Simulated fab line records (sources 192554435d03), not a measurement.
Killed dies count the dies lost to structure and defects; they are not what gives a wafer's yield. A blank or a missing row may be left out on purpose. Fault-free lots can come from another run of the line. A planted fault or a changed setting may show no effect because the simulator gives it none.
Chamber matching -- flow n5-finfet -- 3 sister chambers for N5_FIN_SAQP_HM_DEP_03 on pecvd-01
The step deposits SiNx from SiH4/NH3/N2, target thk 38 nm, time 33.6 s. 14 wafers are shown with their chamber, then 7 later ones without.

WAFERS, EACH WITH ITS CHAMBER
wafer,chamber,throttle-valve-pct (%),heater-power-w (W),showerhead-plenum-p-Torr (Torr)
L076.2,2,37.8,759,5.18
L076.3,0,41.4,847,5.16
L076.5,1,43.6,758,5.20
L077.4,2,37.6,792,5.18
L077.5,0,41.3,857,5.18
L077.6,1,43.6,632,5.20
L084.2,2,37.6,768,5.19
L084.3,1,43.5,741,5.21
L084.6,1,43.5,716,5.21
L086.2,1,43.6,731,5.20
L086.4,0,41.6,839,5.17
L086.6,2,37.9,817,5.20
L090.2,1,43.5,746,5.19
L090.4,1,43.6,741,5.20

SIGNATURES, as means of the wafers listed above
reading,chamber 0,chamber 1,chamber 2,scatter within a chamber
throttle-valve-pct,41.433,43.557,37.725,0.109
heater-power-w,847.67,723.57,784.00,34.4
showerhead-plenum-p-Torr,5.1700,5.2014,5.1875,0.00832
Rule: a wafer lies at a distance from a chamber equal to the root of the sum of squares, over the readings, of (its reading less the chamber's mean, divided by the reading's scatter). The wafer belongs to the nearest chamber; if the next one is less than 2 further off, it can't be placed. The scatter is the square root of a quotient: the sum, over the shown wafers, of each reading's squared deviation from its chamber's mean, divided by wafers minus chambers.

WAFERS MISSING THEIR CHAMBER
wafer,throttle-valve-pct (%),heater-power-w (W),showerhead-plenum-p-Torr (Torr)
L090.5,41.8,866,5.17
L092.1,43.5,785,5.20
L092.4,43.6,776,5.20
L092.6,41.8,814,5.17
L094.2,41.7,795,5.17
L094.3,43.9,699,5.20
L094.5,37.7,727,5.19

WHICH CHAMBER EACH WENT THROUGH
wafer,from the rows above,in truth
L090.5,0,0
L092.1,1,1
L092.4,1,1
L092.6,0,0
L094.2,0,0
L094.3,1,1
L094.5,2,2
Placed correctly: 7 of 7. Not placeable from these rows: 0. Number placed wrongly: 0.
